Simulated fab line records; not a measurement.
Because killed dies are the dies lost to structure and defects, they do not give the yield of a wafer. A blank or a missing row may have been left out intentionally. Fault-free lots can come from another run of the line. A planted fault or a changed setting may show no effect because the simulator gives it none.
fab line records	flow n5-finfet
[record] lots = 7	wafers = 39
route steps=1938 shown GATE_CUT@510 BEOL_M0_SAQP@648 BEOL_M3@980 BEOL_M4@1070 BEOL_M9@1460
start-h: hours from the record's opening day to when the first of the lot's shown wafers began	wait-h: how many hours have passed since the lot's step before this one	" same as the row above	L1.1+2: one row covering several wafers at once	- value missing, or start not given	* or withheld: withheld	< > ~ a bound
route shown NAME@n: a module of which the file shows steps, and the number in the route of the first	usual: mean/standard deviation taken from wafers without a fault	same: alike in all rows	chamber/n: place in a boat	sites: readings site by site	_std_site: their standard deviation	_edge_site: outer sites' mean less inner sites'	radius-mm: how far each site lies from the wafer's centre	mask NAME#n: copy n	behind: the most recent tool/chamber to have shaped the wafer	hold: why the lot went on hold/how many hours it stayed there/how the hold came to an end	device: transistor that didn't switch, given as n, p or np	end of line: the same wafers' tests at the end of the route	step lacking rows: just its recipe	killed: dies that structure and defects cost at the first sort, which is not the same as the wafer's yield	map: a wafer's dies, x killed, . not, _ none there
set.NAME: the setting that was run; set.NAME@STEP: the one run at that earlier step	model.NAME: the simulator's own value behind a step, which no gauge read
lots where settings were altered on purpose, with a table for each step and a row for each wafer
[[steps]]
[step N5_GATE_CUT_ALD_22]
[recipe] material = SiNx	target-thk-a = 160	temp-c = 400	ald-precursor-family = SiH2I2	ald-co-reactant = N2/H2-plasma	pulse-time-s = 1	ald-cycles = 320	purge-time-s = 2	co-reactant-purge-time-s = 2	pressure-torr = 2
lot.wafer	tool	chamber	start-h	wait-h	set.ald-cycles	model.SiNx_of_GATE_CUT_ALD_22.thk-nm
L074.1+2+3	ald-sin-03	3,0,2	88.64	0.5	320	16
L074.4	"	1	"	"	258	12.8
L074.5+6	"	0,3	"	"	258	13
L075.1+2+3+4+5+6	ald-sin-03	3,1,2,0,0,1	92.53	2.0	320	16
L083.1	ald-sin-03	2	141.41	0.0	320	16.2
L083.5+6	"	3,0	"	"	320	16
L085.1+5	ald-sin-03	0	153.12	0.0	320	16
L085.2+4+6	"	1,2,1	"	"	137	6.8
L085.3	"	3	"	"	320	16.2
L086.1+6	ald-sin-02	1	163.26	0.1	320	16
L086.2	"	3	"	"	320	16.2
L086.3+4+5	"	2,3,2	"	"	478	24
L088.1+4+5	ald-sin-02	3,2,2	169.02	0.0	320	16.2
L088.2+3+6	"	1,0,3	"	"	320	16
L096.1+4+6	ald-sin-02	2,0,2	220.90	2.8	182	9.2
L096.2+3+5	"	0,3,3	"	"	320	16
[step N5_GATE_CUT_CMP_23]
[recipe] stop-on = SiO2	t-overpolish-s = 23.4	post-cmp-clean = alkaline-brush	down-force-psi = 2.5	platen-rpm = 51.8	pad-velocity-m-s = 1.0307	target-thk-nm = 16
lot.wafer	tool	chamber	start-h	wait-h	set.ald-cycles@GATE_CUT_ALD_22	model.SiNx_of_GATE_CUT_ALD_22.thk-nm
L074.1+3+2	cmp-01	1,2,3	90.15	0.8	320	16
L074.4	"	0	"	"	258	12.8
L074.6+5	"	1,2	"	"	258	13
L075.1+4+2+3+6+5	cmp-03	3,0,1,2,3,0	94.02	0.8	320	16
L083.1	cmp-03	1	142.98	0.8	320	16.2
L083.5+6	"	3,0	"	"	320	16
L085.4+2+6	cmp-01	1,3,1	154.60	0.8	137	6.8
L085.1+5	"	2	"	"	320	16
L085.3	"	0	"	"	320	16.2
L086.3	cmp-01	1	164.75	0.8	478	15.2
L086.2	"	2	"	"	320	16.2
L086.4	"	3	"	"	478	15.6
L086.1+6	"	0,1	"	"	320	16
L086.5	"	2	"	"	478	16
L088.1+4+5	cmp-04	1,3,2	170.51	0.8	320	16.2
L088.2+3+6	"	2,0,1	"	"	320	16
L096.4+1+6	cmp-01	0,1,1	222.39	0.0	182	9.2
L096.3+2+5	"	2,3,0	"	"	320	16
[step N5_BEOL_M0_SAQP_DEVELOP_13]
[recipe] develop-time-s = 30	developer = TMAH	resist = CAR-ArF	dev-temp-c = 23	rinse-liquid = diw	dry = air-spin
lot.wafer	tool	chamber	start-h	wait-h	set.develop-time-s
L074.1+2+4	litho-track-01	0	-	-	14.67
L074.3+5+6	"	0	"	"	30
L075.1+2+5	litho-track-01	0	-	-	30
L075.3+4+6	"	0	"	"	18.26
L083.1+5+6	litho-track-01	0	-	-	30
L085.1+2+4	litho-track-02	0	-	-	30
L085.3+5+6	"	0	"	"	43.03
L086.1+3+4	litho-track-01	0	-	-	30
L086.2+5+6	"	0	"	"	14.59
L088.1+3+4	litho-track-01	0	-	-	30
L088.2+5+6	"	0	"	"	47.93
L096.1+3+5	litho-track-02	0	-	-	30
L096.2+4+6	"	0	"	"	22.84
[step N5_BEOL_M0_SAQP_CD_MEAS_14]
[recipe] target-cd-nm = 42.5	landing-energy-ev = 500	detector = se-inlens
[usual] cd-nm = 42.4/0.31
lot.wafer	tool	chamber	start-h	wait-h	set.develop-time-s@BEOL_M0_SAQP_DEVELOP_13	cd-nm
L074.1	cd-sem-01	0	111.18	-	14.67	44.0
L074.2	"	0	"	"	14.67	44.4
L074.3	"	0	"	"	30	42.0
L074.4	"	0	"	"	14.67	44.2
L074.5	"	0	"	"	30	42.3
L074.6	"	0	"	"	30	42.3
L075.1	cd-sem-03	0	114.57	-	30	42.3
L075.2	"	0	"	"	30	42.6
L075.3	"	0	"	"	18.26	43.3
L075.4	"	0	"	"	18.26	43.7
L075.5	"	0	"	"	30	42.6
L075.6	"	0	"	"	18.26	44.1
L083.1	cd-sem-02	0	164.64	-	30	42.9
L083.5	"	0	"	"	30	43.0
L083.6	"	0	"	"	30	42.6
L085.1	cd-sem-02	0	176.78	-	30	41.7
L085.2	"	0	"	"	30	42.4
L085.3	"	0	"	"	43.03	41.1
L085.4	"	0	"	"	30	42.3
L085.5	"	0	"	"	43.03	41.0
L085.6	"	0	"	"	43.03	41.6
L086.1	cd-sem-03	0	183.88	-	30	42.3
L086.2	"	0	"	"	14.59	43.5
L086.3	"	0	"	"	30	42.1
L086.4	"	0	"	"	30	42.2
L086.5	"	0	"	"	14.59	44.0
L086.6	"	0	"	"	14.59	43.9
L088.1	cd-sem-01	0	192.49	-	30	42.1
L088.2	"	0	"	"	47.93	41.2
L088.3	"	0	"	"	30	42.4
L088.4	"	0	"	"	30	42.4
L088.5	"	0	"	"	47.93	41.1
L088.6	"	0	"	"	47.93	41.4
L096.1	cd-sem-01	0	244.99	-	30	42.6
L096.2	"	0	"	"	22.84	43.0
L096.3	"	0	"	"	30	42.2
L096.4	"	0	"	"	22.84	43.3
L096.5	"	0	"	"	30	42.2
L096.6	"	0	"	"	22.84	43.2
[step N5_BEOL_M3_TRENCH_ETCH_37]
[recipe] chemistry = C4F6/O2	target-depth-a = 555.55	target = SiOC	time-s = 29.2	ion-energy-ev = 250	pressure-mtorr = 30	source-w = 355	bias-w = 185	Ar_flow_sccm = 300	C4F6_flow_sccm = 10	O2_flow_sccm = 10
lot.wafer	tool	chamber	start-h	wait-h	set.time-s	model.BEOL_M3.feature-depth-nm	model.etch.depth-nm	model.TiN_of_BEOL_M3_HM_DEP_02.thk-nm
L074.1	rie-diel-04	3	-	-	29.2	55.8	55.7	17.4
L074.2	"	1	"	"	12.12	22.6	22.63	19.2
L074.3	"	0	"	"	29.2	54.2	54.29	17.6
L074.4	"	2	"	"	12.12	22.8	22.75	19.2
L074.5	"	2	"	"	29.2	55.4	55.31	17.8
L074.6	"	3	"	"	12.12	23	23	19.2
L075.1	rie-diel-03	1	-	-	29.2	54.8	54.86	17.8
L075.2	"	0	"	"	16.93	32.8	32.89	18.6
L075.3	"	2	"	"	29.2	56.2	56.13	17.6
L075.4	"	3	"	"	16.93	32	32.05	18.8
L075.5	"	1	"	"	16.93	32	31.95	18.6
L075.6	"	2	"	"	29.2	56.6	56.52	17.8
L085.1	rie-diel-03	0	-	-	22.8	43.2	43.27	18
L085.2	"	2	"	"	22.8	43.8	43.89	18
L085.3	"	3	"	"	29.2	54.4	54.49	17.8
L085.4	"	1	"	"	29.2	54.2	54.19	17.6
L085.5	"	2	"	"	29.2	56.2	56.11	17.6
L085.6	"	3	"	"	22.8	42.4	42.43	18
L083.1	rie-diel-03	2	-	-	29.2	56.4	56.39	17.8
L083.5	"	1	"	"	29.2	55.6	55.5	17.8
L083.6	"	0	"	"	29.2	56.4	56.45	17.8
L086.1	rie-diel-03	3	-	-	29.2	54.8	54.71	17.6
L086.2	"	0	"	"	29.2	56.6	56.58	17.6
L086.3	"	1	"	"	22.44	42	42	18.2
L086.4	"	2	"	"	29.2	56.4	56.35	17.4
L086.5	"	3	"	"	22.44	42	42.02	18
L086.6	"	0	"	"	22.44	43.2	43.16	17.8
L088.1	rie-diel-04	1	-	-	17.79	33.2	33.14	18.8
L088.2	"	0	"	"	29.2	56.2	56.26	17.8
L088.3	"	3	"	"	17.79	33.8	33.85	18.6
L088.4	"	2	"	"	29.2	55.2	55.1	17.6
L088.5	"	0	"	"	29.2	56	55.9	17.8
L088.6	"	1	"	"	17.79	33.2	33.25	18.6
L096.1	rie-diel-03	0	-	-	29.2	55.8	55.71	18.2
L096.2	"	3	"	"	20.23	38	37.93	18.6
L096.3	"	2	"	"	29.2	55.6	55.64	18
L096.4	"	1	"	"	29.2	54.4	54.33	18
L096.5	"	1	"	"	20.23	37.4	37.49	18.8
L096.6	"	2	"	"	20.23	39	39.04	18.6
[step N5_BEOL_M3_ETCH_41]
[recipe] chemistry = CH3F/O2	target = SiCN	target-depth-a = 299	taper-deg = 2	time-s = 52.5	ion-energy-ev = 120	mask-material = TiN	pressure-mtorr = 30	source-w = 395	bias-w = 75	Ar_flow_sccm = 150	CH3F_flow_sccm = 30	O2_flow_sccm = 20
[step N5_BEOL_M3_STRIP_97]
[recipe] chemistry = N2/H2	time-s = 10	power-w = 450	temp-c = 40	pressure-mtorr = 20	rf-frequency-hz = 6e+07	bias-power-w = 7	n2-flow-sccm = 200	h2-flow-sccm = 200
[step N5_BEOL_M3_OCD_MEAS_38]
[usual] trench-depth-nm = 55.5/0.76
lot.wafer	tool	chamber	start-h	wait-h	set.time-s@BEOL_M3_TRENCH_ETCH_37	trench-depth-nm
L074.1	ocd-01	-	149.80	-	29.2	56.0
L074.2	"	-	"	"	12.12	22.7
L074.3	"	-	"	"	29.2	54.6
L074.4	"	-	"	"	12.12	23.0
L074.5	"	-	"	"	29.2	55.3
L074.6	"	-	"	"	12.12	23.2
L075.1	ocd-02	-	157.38	-	29.2	54.6
L075.2	"	-	"	"	16.93	32.4
L075.3	"	-	"	"	29.2	56.6
L075.4	"	-	"	"	16.93	31.8
L075.5	"	-	"	"	16.93	31.7
L075.6	"	-	"	"	29.2	56.6
L085.1	ocd-02	-	215.54	-	22.8	43.5
L085.2	"	-	"	"	22.8	43.8
L085.3	"	-	"	"	29.2	54.4
L085.4	"	-	"	"	29.2	54.1
L085.5	"	-	"	"	29.2	55.9
L085.6	"	-	"	"	22.8	42.5
L083.1	ocd-01	-	222.84	-	29.2	56.4
L083.5	"	-	"	"	29.2	55.6
L083.6	"	-	"	"	29.2	56.8
L086.1	ocd-02	-	228.06	-	29.2	54.4
L086.2	"	-	"	"	29.2	56.3
L086.3	"	-	"	"	22.44	41.9
L086.4	"	-	"	"	29.2	56.2
L086.5	"	-	"	"	22.44	41.8
L086.6	"	-	"	"	22.44	43.1
L088.1	ocd-01	-	240.53	-	17.79	33.3
L088.2	"	-	"	"	29.2	56.2
L088.3	"	-	"	"	17.79	33.8
L088.4	"	-	"	"	29.2	55.2
L088.5	"	-	"	"	29.2	56.4
L088.6	"	-	"	"	17.79	32.8
L096.1	ocd-01	-	297.44	-	29.2	55.9
L096.2	"	-	"	"	20.23	38.0
L096.3	"	-	"	"	29.2	55.8
L096.4	"	-	"	"	29.2	54.1
L096.5	"	-	"	"	20.23	37.4
L096.6	"	-	"	"	20.23	39.1
[step N5_BEOL_M4_TRENCH_ETCH_37]
[recipe] chemistry = C4F6/O2	target-depth-a = 555.55	target = SiOC	time-s = 29.2	ion-energy-ev = 250	pressure-mtorr = 30	source-w = 355	bias-w = 185	Ar_flow_sccm = 300	C4F6_flow_sccm = 10	O2_flow_sccm = 10
lot.wafer	tool	chamber	start-h	wait-h	set.time-s	model.BEOL_M4.feature-depth-nm	model.etch.depth-nm	model.TiN_of_BEOL_M4_HM_DEP_02.thk-nm
L074.1	rie-diel-01	3	-	-	29.2	54.6	54.64	17.8
L074.2	"	0	"	"	29.2	55.6	55.61	17.8
L074.3	"	1	"	"	29.2	54.6	54.58	17.6
L074.4	"	2	"	"	29.2	55.6	55.69	17.8
L074.5	"	0	"	"	29.2	55.2	55.3	17.8
L074.6	"	1	"	"	29.2	54.6	54.61	17.8
L075.1	rie-diel-02	3	-	-	29.2	56.2	56.16	17.6
L075.2	"	2	"	"	11.75	22	21.95	19
L075.3	"	0	"	"	29.2	56.2	56.24	17.6
L075.4	"	1	"	"	11.75	22.4	22.34	18.8
L075.5	"	2	"	"	29.2	54.2	54.17	17.4
L075.6	"	1	"	"	11.75	22.4	22.48	19
L085.1	rie-diel-01	0	-	-	29.2	55.2	55.26	17.8
L085.2	"	2	"	"	29.2	56.6	56.51	17.8
L085.3	"	3	"	"	29.2	55	54.92	17.8
L085.4	"	3	"	"	29.2	54.6	54.61	17.8
L085.5	"	2	"	"	29.2	56.6	56.63	17.8
L085.6	"	0	"	"	29.2	55	54.93	17.6
L083.1	rie-diel-05	2	-	-	29.2	55.6	55.63	18
L083.5	"	1	"	"	29.2	57.4	57.45	18
L083.6	"	3	"	"	29.2	55.4	55.42	17.8
L086.1	rie-diel-05	1	-	-	29.2	57	56.95	17.6
L086.2	"	0	"	"	19.56	38.4	38.43	18.4
L086.3	"	2	"	"	19.56	37.4	37.42	18.6
L086.4	"	3	"	"	29.2	55	55	18
L086.5	"	3	"	"	19.56	37.2	37.27	18.6
L086.6	"	2	"	"	29.2	55.8	55.79	17.6
L088.1	rie-diel-02	0	-	-	44.13	84.6	84.6	16.6
L088.2	"	3	"	"	44.13	84.6	84.63	16.8
L088.3	"	1	"	"	29.2	54.8	54.83	17.8
L088.4	"	2	"	"	44.13	81.4	81.37	16.8
L088.5	"	2	"	"	29.2	53.8	53.82	17.8
L088.6	"	3	"	"	29.2	56	55.97	17.8
L096.1	rie-diel-01	2	-	-	29.2	56.4	56.48	17.8
L096.2	"	1	"	"	29.2	56.8	56.85	17.6
L096.3	"	0	"	"	29.2	55.4	55.38	17.6
L096.4	"	3	"	"	29.2	55	54.92	17.8
L096.5	"	0	"	"	29.2	55.2	55.23	17.6
L096.6	"	1	"	"	29.2	57	56.98	17.4
[step N5_BEOL_M4_ETCH_41]
[recipe] chemistry = CH3F/O2	target = SiCN	target-depth-a = 299	taper-deg = 2	time-s = 52.5	ion-energy-ev = 120	mask-material = TiN	pressure-mtorr = 30	source-w = 395	bias-w = 75	Ar_flow_sccm = 150	CH3F_flow_sccm = 30	O2_flow_sccm = 20
[step N5_BEOL_M4_STRIP_97]
[recipe] chemistry = N2/H2	time-s = 10	power-w = 450	temp-c = 40	pressure-mtorr = 20	rf-frequency-hz = 6e+07	bias-power-w = 7	n2-flow-sccm = 200	h2-flow-sccm = 200
[step N5_BEOL_M4_OCD_MEAS_38]
[usual] trench-depth-nm = 55.4/0.97
lot.wafer	tool	chamber	start-h	wait-h	set.time-s@BEOL_M4_TRENCH_ETCH_37	trench-depth-nm
L074.1	ocd-01	-	160.55	-	29.2	55.2
L074.2	"	-	"	"	29.2	55.9
L074.3	"	-	"	"	29.2	54.7
L074.4	"	-	"	"	29.2	55.9
L074.5	"	-	"	"	29.2	55.3
L074.6	"	-	"	"	29.2	54.8
L075.1	ocd-01	-	167.05	-	29.2	56.2
L075.2	"	-	"	"	11.75	22.2
L075.3	"	-	"	"	29.2	56.3
L075.4	"	-	"	"	11.75	22.8
L075.5	"	-	"	"	29.2	53.8
L075.6	"	-	"	"	11.75	22.4
L085.1	ocd-01	-	227.92	-	29.2	54.7
L085.2	"	-	"	"	29.2	56.0
L085.3	"	-	"	"	29.2	55.1
L085.4	"	-	"	"	29.2	55.4
L085.5	"	-	"	"	29.2	57.2
L085.6	"	-	"	"	29.2	54.8
L083.1	ocd-01	-	235.01	-	29.2	55.7
L083.5	"	-	"	"	29.2	57.6
L083.6	"	-	"	"	29.2	55.1
L086.1	ocd-01	-	243.81	-	29.2	56.7
L086.2	"	-	"	"	19.56	38.5
L086.3	"	-	"	"	19.56	37.1
L086.4	"	-	"	"	29.2	55.2
L086.5	"	-	"	"	19.56	37.5
L086.6	"	-	"	"	29.2	55.8
L088.1	ocd-01	-	252.46	-	44.13	85.0
L088.2	"	-	"	"	44.13	85.1
L088.3	"	-	"	"	29.2	55.1
L088.4	"	-	"	"	44.13	81.6
L088.5	"	-	"	"	29.2	53.8
L088.6	"	-	"	"	29.2	55.8
L096.1	ocd-01	-	306.57	-	29.2	56.4
L096.2	"	-	"	"	29.2	57.0
L096.3	"	-	"	"	29.2	54.6
L096.4	"	-	"	"	29.2	54.8
L096.5	"	-	"	"	29.2	55.5
L096.6	"	-	"	"	29.2	57.0
[step N5_BEOL_M4_HM_STRIP_39]
[recipe] chemistry = peroxide-tin-strip	material = TiN	target-depth-a = 250	temp-c = 50	time-s = 158
[step N5_BEOL_M4_SRD_40]
[recipe] time-s = 30	temp-c = 23	rinse-liquid = diw	dry = ipa-marangoni
[step N5_BEOL_M4_ECD_50]
[recipe] material = Cu	target-thk-a = 3000
[step N5_BEOL_M4_ANNEAL_51]
[recipe] temp-c = 225	time-s = 90	ambient = N2
[step N5_BEOL_M4_CMP_52]
[recipe] stop-on = SiOC	t-overpolish-s = 6.8	down-force-psi = 1	platen-rpm = 50	clearing-platen-down-force-psi = 1.5	clearing-platen-rpm = 50	post-cmp-clean = cu-alkaline	target-thk-nm = 40	clearing-platen-pad-velocity-m-s = 0.99484	pad-velocity-m-s = 0.99484
lot.wafer	tool	chamber	start-h	wait-h	set.time-s@BEOL_M4_TRENCH_ETCH_37	model.Cu_of_BEOL_M4_ECD_50.thk-nm
L074.4+6	cmp-02	2	163.98	0.1	29.2	37
L074.1	"	3	"	"	29.2	36
L074.2	"	0	"	"	29.2	39
L074.3	"	1	"	"	29.2	36.2
L074.5	"	3	"	"	29.2	36.4
L075.3	cmp-02	2	170.56	0.2	29.2	40.6
L075.1	"	3	"	"	29.2	40.8
L075.2	"	0	"	"	11.75	6.6
L075.4	"	1	"	"	11.75	7
L075.6	"	2	"	"	11.75	5.2
L075.5	"	3	"	"	29.2	37.4
L085.4	cmp-04	2	231.37	0.1	29.2	37.2
L085.3	"	3	"	"	29.2	39.6
L085.2	"	0	"	"	29.2	42.4
L085.1	"	1	"	"	29.2	40.4
L085.6	"	2	"	"	29.2	38.8
L085.5	"	3	"	"	29.2	42.2
L083.1	cmp-04	0	239.64	0.3	29.2	38.8
L083.5	"	0	"	"	29.2	41.4
L083.6	"	1	"	"	29.2	40.8
L086.3	cmp-03	3	247.37	0.2	19.56	22.8
L086.2	"	0	"	"	19.56	23.4
L086.1	"	1	"	"	29.2	41.4
L086.4+6	"	2,0	"	"	29.2	41
L086.5	"	3	"	"	19.56	22.2
L088.3	cmp-02	2	257.91	0.2	29.2	38.8
L088.1	"	3	"	"	44.13	69.4
L088.2	"	0	"	"	44.13	70.2
L088.4	"	1	"	"	44.13	65.6
L088.5	"	2	"	"	29.2	38.2
L088.6	"	3	"	"	29.2	41.2
L096.3	cmp-04	1	309.70	0.2	29.2	41.6
L096.4	"	2	"	"	29.2	40.2
L096.1	"	3	"	"	29.2	42.6
L096.2	"	0	"	"	29.2	41.2
L096.6	"	1	"	"	29.2	42.4
L096.5	"	2	"	"	29.2	39.2
[step N5_BEOL_M4_THK_MEAS_53]
[recipe] thk-meas-gauge = xrf	reads = Cu_of_BEOL_M4_ECD_50
[usual] M4_THK = 39.5/1.6
lot.wafer	tool	chamber	start-h	wait-h	set.time-s@BEOL_M4_TRENCH_ETCH_37	M4_THK[nm]
L074.1	film-metro-02	-	164.28	-	29.2	35.5
L074.2	"	-	"	"	29.2	38.5
L074.3	"	-	"	"	29.2	35.8
L074.4	"	-	"	"	29.2	36.6
L074.5	"	-	"	"	29.2	36.1
L074.6	"	-	"	"	29.2	36.6
L075.1	film-metro-01	-	170.86	-	29.2	40.8
L075.2	"	-	"	"	11.75	6.5
L075.3	"	-	"	"	29.2	40.6
L075.4	"	-	"	"	11.75	7.1
L075.5	"	-	"	"	29.2	37.3
L075.6	"	-	"	"	11.75	5.2
L085.1	film-metro-02	-	231.67	-	29.2	39.7
L085.2	"	-	"	"	29.2	41.8
L085.3	"	-	"	"	29.2	39.1
L085.4	"	-	"	"	29.2	36.5
L085.5	"	-	"	"	29.2	41.5
L085.6	"	-	"	"	29.2	38.2
L083.1	film-metro-02	-	239.93	-	29.2	38.2
L083.5	"	-	"	"	29.2	40.6
L083.6	"	-	"	"	29.2	40.1
L086.1	film-metro-01	-	247.66	-	29.2	41.1
L086.2	"	-	"	"	19.56	23.1
L086.3	"	-	"	"	19.56	22.7
L086.4	"	-	"	"	29.2	40.5
L086.5	"	-	"	"	19.56	22.0
L086.6	"	-	"	"	29.2	40.6
L088.1	film-metro-02	-	258.21	-	44.13	67.2
L088.2	"	-	"	"	44.13	67.4
L088.3	"	-	"	"	29.2	37.6
L088.4	"	-	"	"	44.13	63.7
L088.5	"	-	"	"	29.2	37.2
L088.6	"	-	"	"	29.2	40.0
L096.1	film-metro-01	-	309.99	-	29.2	42.4
L096.2	"	-	"	"	29.2	41.0
L096.3	"	-	"	"	29.2	41.2
L096.4	"	-	"	"	29.2	39.9
L096.5	"	-	"	"	29.2	38.9
L096.6	"	-	"	"	29.2	42.1
[step N5_BEOL_M9_CVD_78]
[recipe] material = Co	target-thk-a = 20	temp-c = withheld	precursor = CCTBA/H2	pressure-torr = 30	time-s = 138.9
lot.wafer	tool	chamber	start-h	wait-h	set.target-thk-a	model.Co_of_BEOL_M9_CVD_78.thk-nm
L074.1+2+4+6	cvd-co-01	2,0,2,0	210.46	0.1	20	2
L074.3+5	"	1	"	"	20	1.8
L075.1+4+6	cvd-co-01	1,1,2	215.83	0.0	20	2
L075.2+3+5	"	0,2,0	"	"	10.22	1
L085.1+2	cvd-co-02	2,0	276.34	0.1	29.92	3
L085.3	"	1	"	"	29.92	2.8
L085.4+6	"	0,2	"	"	20	2
L085.5	"	1	"	"	20	1.8
L083.1+6	cvd-co-01	0,2	282.91	0.0	20	2
L083.5	"	0	"	"	20	2.2
L086.1	cvd-co-01	1	293.68	0.0	16.03	1.6
L086.2	"	2	"	"	20	2
L086.3+4	"	0,2	"	"	16.03	1.4
L086.5+6	"	1,0	"	"	20	1.8
L088.1+5	cvd-co-01	1,2	311.96	0.1	20	1.8
L088.2+6	"	2,0	"	"	29.3	3
L088.3	"	0	"	"	20	2
L088.4	"	1	"	"	29.3	2.8
L096.1+3+6	cvd-co-02	2,2,0	352.95	0.1	23.59	2.4
L096.2+5	"	0,2	"	"	20	2.2
L096.4	"	0	"	"	20	2
[[key]]
[split] step = N5_GATE_CUT_ALD_22	setting = ald-cycles	stated = 320	by = wafer
[response] step = N5_GATE_CUT_ALD_22	reading = model.SiNx_of_GATE_CUT_ALD_22.thk-nm	change = +0.16	per = 1%	r = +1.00
[response] step = N5_GATE_CUT_CMP_23	reading = model.SiNx_of_GATE_CUT_ALD_22.thk-nm	shape = bent	at-lowest = 6.8	at-stated = 16.04	at-highest = 15.6
[split] step = N5_BEOL_M0_SAQP_DEVELOP_13	setting = develop-time-s	stated = 30	by = wafer
[response] step = N5_BEOL_M0_SAQP_CD_MEAS_14	reading = cd-nm	change = -0.0276	per = 1%	r = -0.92
[split] step = N5_BEOL_M3_TRENCH_ETCH_37	setting = time-s	stated = 29.2	by = wafer
[response] step = N5_BEOL_M3_TRENCH_ETCH_37	reading = model.BEOL_M3.feature-depth-nm	change = +0.56	per = 1%	r = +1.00
[response] step = N5_BEOL_M3_TRENCH_ETCH_37	reading = model.etch.depth-nm	change = +0.559	per = 1%	r = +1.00
[response] step = N5_BEOL_M3_TRENCH_ETCH_37	reading = model.TiN_of_BEOL_M3_HM_DEP_02.thk-nm	change = -0.0237	per = 1%	r = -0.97
[response] step = N5_BEOL_M3_OCD_MEAS_38	reading = trench-depth-nm	change = +0.561	per = 1%	r = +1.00
[split] step = N5_BEOL_M4_TRENCH_ETCH_37	setting = time-s	stated = 29.2	by = wafer
[response] step = N5_BEOL_M4_TRENCH_ETCH_37	reading = model.BEOL_M4.feature-depth-nm	change = +0.558	per = 1%	r = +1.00
[response] step = N5_BEOL_M4_TRENCH_ETCH_37	reading = model.etch.depth-nm	change = +0.557	per = 1%	r = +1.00
[response] step = N5_BEOL_M4_TRENCH_ETCH_37	reading = model.TiN_of_BEOL_M4_HM_DEP_02.thk-nm	change = -0.0226	per = 1%	r = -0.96
[response] step = N5_BEOL_M4_OCD_MEAS_38	reading = trench-depth-nm	change = +0.557	per = 1%	r = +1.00
[response] step = N5_BEOL_M4_CMP_52	reading = model.Cu_of_BEOL_M4_ECD_50.thk-nm	change = +0.561	per = 1%	r = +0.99
[response] step = N5_BEOL_M4_THK_MEAS_53	reading = M4_THK	change = +0.551	per = 1%	r = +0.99
[split] step = N5_BEOL_M9_CVD_78	setting = target-thk-a	stated = 20	by = wafer
[response] step = N5_BEOL_M9_CVD_78	reading = model.Co_of_BEOL_M9_CVD_78.thk-nm	change = +0.0208	per = 1%	r = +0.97
